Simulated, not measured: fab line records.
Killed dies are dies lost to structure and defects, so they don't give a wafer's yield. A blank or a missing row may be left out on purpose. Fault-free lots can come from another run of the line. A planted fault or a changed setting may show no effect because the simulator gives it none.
Which tool is to blame?	flow n5_finfet	Sampling: 24 lots, 72 wafers, 6 of 1938 route steps

WHAT THE GAUGES SHOWED, per wafer
N5_FIN_SAQP_OVL_MEAS_17. Usual: FIN_CORE_OVL gives -0.1 nm (standard deviation 0.84).
lot	measured	on	FIN_CORE_OVL (nm)	flag
L074	day 1 21:31	overlay-02	-1.4 -0.5 -0.8	
L075	day 2 04:53	overlay-01	-0.9 -0.2 0.1	
L076	day 2 09:35	overlay-02	-1.2 -1.7 -1.4	
L077	day 2 16:52	overlay-01	-0.7 0.2 -0.5	
L078	day 2 21:43	overlay-01	1.2 1.9 1.2	
L079	day 3 04:06	overlay-02	-0.6 -1.8 -0.1	
L080	day 3 10:51	overlay-02	0.1 -0.5 -0.8	
L081	day 3 16:05	overlay-01	0.9 1.0 0.6	
L082	day 3 22:10	overlay-01	0.3 -0.6 -0.6	
L083	day 4 03:52	overlay-01	-1.1 -0.1 0.2	
L084	day 4 10:14	overlay-01	0.5 1.4 -0.1	
L085	day 4 16:05	overlay-02	-1.4 0.1 0.1	
L086	day 4 23:29	overlay-01	-0.1 1.8 1.6	
L087	day 5 06:41	overlay-01	-0.3 -2.5 -1.6	
L088	day 5 10:50	overlay-01	-1.3 0.0 -0.1	
L089	day 5 17:10	overlay-01	0.5 -0.2 0.2	
L090	day 5 23:49	overlay-01	1.3 -0.8 0.0	
L091	day 6 06:25	overlay-02	0.0 0.6 0.8	
L092	day 6 10:25	overlay-02	0.2 -0.5 0.9	
L093	day 6 16:52	overlay-01	-0.7 -1.0 -0.3	
L094	day 6 22:20	overlay-02	0.0 1.5 0.4	
L095	day 7 04:32	overlay-01	1.0 0.6 0.6	
L096	day 7 10:05	overlay-02	0.6 0.2 -0.4	
L097	day 7 15:26	overlay-02	-1.6 0.1 -0.1	

N5_FIN_SAQP_CD_MEAS_27: target cd 20 nm. Usual: cd_nm reads 20.33 nm (standard deviation 0.22).
lot	measured	on	cd_nm (nm)	flag
L074	day 1 23:35	cd_sem-03	20.36 20.26 20.06	
L075	day 2 07:24	cd_sem-02	20.20 20.15 20.55	
L076	day 2 11:43	cd_sem-03	20.49 20.45 20.03	
L077	day 2 18:57	cd_sem-02	20.32 20.12 20.31	
L078	day 2 23:55	cd_sem-02	20.19 20.47 20.60	
L079	day 3 06:10	cd_sem-02	20.23 20.05 20.47	
L080	day 3 13:14	cd_sem-03	20.39 20.37 20.37	
L081	day 3 18:16	cd_sem-02	20.48 19.96 19.92	
L082	day 4 00:15	cd_sem-02	20.21 20.58 20.22	
L083	day 4 06:16	cd_sem-02	20.36 20.65 20.05	
L084	day 4 12:35	cd_sem-02	19.98 19.92 20.26	
L085	day 4 18:56	cd_sem-03	20.07 20.38 20.38	
L086	day 5 02:09	cd_sem-03	20.53 20.27 20.19	
L087	day 5 08:53	cd_sem-03	20.33 20.30 20.36	
L088	day 5 15:34	cd_sem-02	20.80 20.49 20.46	
L089	day 5 20:54	cd_sem-02	20.30 20.13 20.61	
L090	day 6 02:29	cd_sem-03	20.23 20.24 19.89	
L091	day 6 08:28	cd_sem-01	20.10 20.27 20.69	
L092	day 6 13:10	cd_sem-03	20.24 20.67 20.61	
L093	day 6 19:22	cd_sem-02	20.38 20.23 20.23	
L094	day 7 00:41	cd_sem-01	20.36 20.45 20.22	
L095	day 7 07:31	cd_sem-02	20.80 20.24 20.57	
L096	day 7 12:37	cd_sem-02	20.15 20.35 20.32	
L097	day 7 17:35	cd_sem-03	20.28 20.38 20.62	

N5_FIN_SAQP_INSPECT_40: inspects for defects (brightfield). Usual: raw_defect_count reads 215 (standard deviation 55).
lot	measured	on	raw_defect_count	flag
L074	day 2 01:43	defect_inspect-01	210 248 199	
L075	day 2 09:43	defect_inspect-01	242 217 276	
L076	day 2 14:10	defect_inspect-01	281 242 198	
L077	day 2 21:05	defect_inspect-01	203 321 368	
L078	day 3 02:07	defect_inspect-01	120 148 134	
L079	day 3 08:39	defect_inspect-01	242 253 202	
L080	day 3 15:59	defect_inspect-01	217 203 182	
L081	day 3 20:38	defect_inspect-01	204 297 209	
L082	day 4 02:31	defect_inspect-01	219 172 154	
L083	day 4 09:20	defect_inspect-01	134 163 168	
L084	day 4 15:43	defect_inspect-01	259 205 193	
L085	day 4 22:16	defect_inspect-02	169 251 242	
L086	day 5 04:35	defect_inspect-01	195 293 278	
L087	day 5 11:27	defect_inspect-01	180 180 232	
L088	day 5 18:10	defect_inspect-01	214 259 285	
L089	day 5 23:58	defect_inspect-01	194 245 221	
L090	day 6 04:41	defect_inspect-01	160 167 207	
L091	day 6 10:49	defect_inspect-02	189 170 188	
L092	day 6 16:15	defect_inspect-02	107 184 129	
L093	day 6 21:44	defect_inspect-02	220 188 266	
L094	day 7 03:01	defect_inspect-02	213 213 192	
L095	day 7 09:53	defect_inspect-01	218 244 148	
L096	day 7 15:02	defect_inspect-02	155 204 215	
L097	day 7 20:19	defect_inspect-02	280 212 264	

EACH LOT AND THE TOOL THAT RAN IT (in order: tool; ch and the chambers of the sampled wafers; start)
lot	N5_FIN_SAQP_ALD_61	N5_FIN_SAQP_HM_OPEN_73	N5_FIN_SAQP_RECESS_71
L074	ald_sin-01 ch 0,3, day 1 20:17	rie_diel-01 ch 0,3, day 1 21:46	vapor_etch-02 ch 0,1, day 2 00:30
L075	ald_sin-04 ch 0,2,3, day 2 03:31	rie_diel-01 ch 0,1, day 2 05:08	vapor_etch-02 ch 0,1, day 2 08:20
L076	ald_sin-01 ch 1,2, day 2 08:07	rie_diel-05 ch 1,2, day 2 09:53	vapor_etch-02 ch 1, day 2 12:51
L077	ald_sin-03 ch 1,3, day 2 15:25	rie_diel-04 ch 1,2,3, day 2 17:08	vapor_etch-02 ch 1, day 2 19:49
L078	ald_sin-03 ch 1,3, day 2 20:35	rie_diel-01 ch 0,1, day 2 22:01	vapor_etch-01 ch 0,1, day 3 00:55
L079	ald_sin-01 ch 1,3, day 3 02:48	rie_diel-05 ch 0,1,3, day 3 04:21	vapor_etch-01 ch 0,1, day 3 07:22
L080	ald_sin-01 ch 1,2, day 3 09:32	rie_diel-04 ch 0,2, day 3 11:06	vapor_etch-02 ch 0,1, day 3 14:08
L081	ald_sin-01 ch 0,1,3, day 3 14:49	rie_diel-04 ch 0,2,3, day 3 16:23	vapor_etch-02 ch 0,1, day 3 19:19
L082	ald_sin-04 ch 0,2,3, day 3 20:54	rie_diel-05 ch 0,2,3, day 3 22:25	vapor_etch-01 ch 0,1, day 4 01:14
L083	ald_sin-03 ch 0,2,3, day 4 02:23	rie_diel-04 ch 0,2,3, day 4 04:23	vapor_etch-02 ch 0,1, day 4 07:09
L084	ald_sin-01 ch 0,3, day 4 09:00	rie_diel-05 ch 0,1,2, day 4 10:29	vapor_etch-02 ch 0,1, day 4 13:28
L085	ald_sin-01 ch 0,1,3, day 4 14:42	rie_diel-05 ch 0,2, day 4 16:35	vapor_etch-02 ch 0,1, day 4 20:01
L086	ald_sin-01 ch 2,3, day 4 22:08	rie_diel-04 ch 2,3, day 5 00:11	vapor_etch-01 ch 0,1, day 5 03:23
L087	ald_sin-03 ch 1,2, day 5 05:26	rie_diel-04 ch 1,2,3, day 5 07:04	vapor_etch-02 ch 0,1, day 5 10:01
L088	ald_sin-04 ch 0,1,2, day 5 09:34	rie_diel-05 ch 0,2, day 5 11:18	vapor_etch-02 ch 0, day 5 16:48
L089	ald_sin-04 ch 0,1,3, day 5 15:56	rie_diel-04 ch 0,2,3, day 5 19:02	vapor_etch-02 ch 0,1, day 5 22:23
L090	ald_sin-01 ch 0,1,3, day 5 22:22	rie_diel-05 ch 0,3, day 6 00:28	vapor_etch-01 ch 0,1, day 6 03:26
L091	ald_sin-01 ch 0,3, day 6 05:11	rie_diel-05 ch 1,2,3, day 6 06:40	vapor_etch-01 ch 0,1, day 6 09:34
L092	ald_sin-03 ch 0,1, day 6 09:18	rie_diel-05 ch 1,2,3, day 6 10:40	vapor_etch-01 ch 0,1, day 6 14:23
L093	ald_sin-04 ch 2,3, day 6 15:34	rie_diel-04 ch 0,2, day 6 17:08	vapor_etch-01 ch 0,1, day 6 20:29
L094	ald_sin-04 ch 0,2, day 6 20:55	rie_diel-04 ch 0,2,3, day 6 22:40	vapor_etch-01 ch 0,1, day 7 01:35
L095	ald_sin-01 ch 0,2, day 7 03:17	rie_diel-04 ch 0,1,2, day 7 04:48	vapor_etch-01 ch 0,1, day 7 08:36
L096	ald_sin-01 ch 0,2, day 7 08:52	rie_diel-04 ch 1,2,3, day 7 10:40	vapor_etch-01 ch 0,1, day 7 13:36
L097	ald_sin-01 ch 0,3, day 7 14:20	rie_diel-05 ch 0,1,2, day 7 15:41	vapor_etch-02 ch 1, day 7 18:34
- N5_FIN_SAQP_ALD_61: deposits SiO2, target thk 4 nm, pulse time 1 s, purge time 2 s.
- N5_FIN_SAQP_HM_OPEN_73: chemistry CHF3/O2, target SiO2, stops on a-Si, target depth 12 nm, time 16.8 s.
- N5_FIN_SAQP_RECESS_71: chemistry HF/NH3, target SiO2, target depth 3 nm, afs cycles 1, sublimation time 60 s.

WHAT THE TOOLS THEMSELVES READ (means of the sampled wafers that have a number; where no wafer has one, the mark that the record gives instead)
N5_FIN_SAQP_ALD_61. Usual: heater_power_outer_w 258 W, standard deviation 24; heater_power_w 458 W, standard deviation 34; precursor_pulse_height_rel 0.999, standard deviation 0.022; susceptor_temp_C 299.97 C, standard deviation 0.17.
lot	tool	heater_power_outer_w (W)	heater_power_w (W)	precursor_pulse_height_rel	susceptor_temp_C (C)	flag
L074	ald_sin-01	236	423	0.992	300.02	
L075	ald_sin-04	263	469	1.021	299.86	
L076	ald_sin-01	264	461	1.014	300.13	
L077	ald_sin-03	302	528	1.008	299.84	
L078	ald_sin-03	305	500	0.990	299.93	
L079	ald_sin-01	247	419	1.015	299.80	
L080	ald_sin-01	265	468	0.990	299.94	
L081	ald_sin-01	251	446	1.003	300.13	
L082	ald_sin-04	268	458	1.018	299.90	
L083	ald_sin-03	265	486	0.980	299.98	
L084	ald_sin-01	242	447	0.998	299.92	
L085	ald_sin-01	253	435	1.008	299.95	
L086	ald_sin-01	238	435	0.982	300.05	
L087	ald_sin-03	290	481	1.000	299.85	
L088	ald_sin-04	243	433	1.021	299.89	
L089	ald_sin-04	258	458	0.999	299.77	
L090	ald_sin-01	253	437	0.976	300.01	
L091	ald_sin-01	242	451	0.985	300.14	
L092	ald_sin-03	249	446	1.006	300.24	
L093	ald_sin-04	267	461	0.985	300.09	
L094	ald_sin-04	247	447	1.006	300.02	
L095	ald_sin-01	257	478	1.026	299.97	
L096	ald_sin-01	250	471	1.001	300.05	
L097	ald_sin-01	235	434	0.991	299.97	

N5_FIN_SAQP_HM_OPEN_73. Usual: drypump_motor_current_A 6.0 A, standard deviation 0.45; oes_product_au 0.47 a.u., standard deviation 0.042; rf_vpp_V 525 V, standard deviation 5; showerhead_plenum_p_Torr 2.44 Torr, standard deviation 0.075; throttle_valve_pct 18.77 %, standard deviation 0.17.
lot	tool	drypump_motor_current_A (A)	oes_product_au (a.u.)	rf_vpp_V (V)	showerhead_plenum_p_Torr (Torr)	throttle_valve_pct (%)	flag
L074	rie_diel-01	5.2	0.50	520	2.36	18.88	
L075	rie_diel-01	6.2	0.57	527	2.47	19.05	
L076	rie_diel-05	6.5	0.47	528	2.46	18.78	
L077	rie_diel-04	5.7	0.46	523	2.48	18.71	
L078	rie_diel-01	6.2	0.56	527	2.46	19.07	
L079	rie_diel-05	5.8	0.49	529	2.46	18.77	
L080	rie_diel-04	6.3	0.43	522	2.36	18.57	
L081	rie_diel-04	6.0	0.44	521	2.44	18.58	
L082	rie_diel-05	5.9	0.50	526	2.44	18.75	
L083	rie_diel-04	6.0	0.44	522	2.43	18.59	
L084	rie_diel-05	6.2	0.48	529	2.42	18.74	
L085	rie_diel-05	6.3	0.50	525	2.40	18.71	
L086	rie_diel-04	5.7	0.43	519	2.49	18.60	
L087	rie_diel-04	5.7	0.45	523	2.47	18.74	
L088	rie_diel-05	5.9	0.51	527	2.38	18.66	
L089	rie_diel-04	6.0	0.43	522	2.43	18.61	
L090	rie_diel-05	5.6	0.50	526	2.41	18.71	
L091	rie_diel-05	6.1	0.45	528	2.48	18.88	
L092	rie_diel-05	6.1	0.46	528	2.48	18.88	
L093	rie_diel-04	6.3	0.42	520	2.35	18.62	
L094	rie_diel-04	6.0	0.43	522	2.42	18.63	
L095	rie_diel-04	6.0	0.43	521	2.39	18.77	
L096	rie_diel-04	5.7	0.44	523	2.46	18.79	
L097	rie_diel-05	6.1	0.46	528	2.41	18.80	

N5_FIN_SAQP_RECESS_71. Usual: drypump_motor_current_A reads 5.7 A (standard deviation 0.39).
lot	tool	drypump_motor_current_A (A)	flag
L074	vapor_etch-02	5.3	
L075	vapor_etch-02	5.3	
L076	vapor_etch-02	5.3	
L077	vapor_etch-02	5.3	
L078	vapor_etch-01	6.2	
L079	vapor_etch-01	6.1	
L080	vapor_etch-02	5.3	
L081	vapor_etch-02	5.3	
L082	vapor_etch-01	6.0	
L083	vapor_etch-02	5.4	
L084	vapor_etch-02	5.3	
L085	vapor_etch-02	5.3	
L086	vapor_etch-01	6.0	
L087	vapor_etch-02	5.3	
L088	vapor_etch-02	5.3	
L089	vapor_etch-02	5.3	
L090	vapor_etch-01	6.2	
L091	vapor_etch-01	6.1	
L092	vapor_etch-01	6.1	
L093	vapor_etch-01	6.0	
L094	vapor_etch-01	6.1	
L095	vapor_etch-01	6.0	
L096	vapor_etch-01	6.0	
L097	vapor_etch-02	5.3	

THE ANSWER, worked out from the rows above alone
Rule: a lot is off if the mean of its wafers that have a number lies more than 3 standard deviations from the usual mean. Also off: a lot with no number at a reading for which 4 or more lots have one. All remaining lots with rows at the step are treated as sound. First the gauges in route order, then the tools' own readings, where a lot's mean is used as printed above. The first step at which some lot is off is used, and at that step the reading that is off furthest; a lot without a number counts as furthest.
No lot is off on any of the readings shown, so nothing can be concluded from this.

WHAT WAS PUT IN BY THE SIMULATOR
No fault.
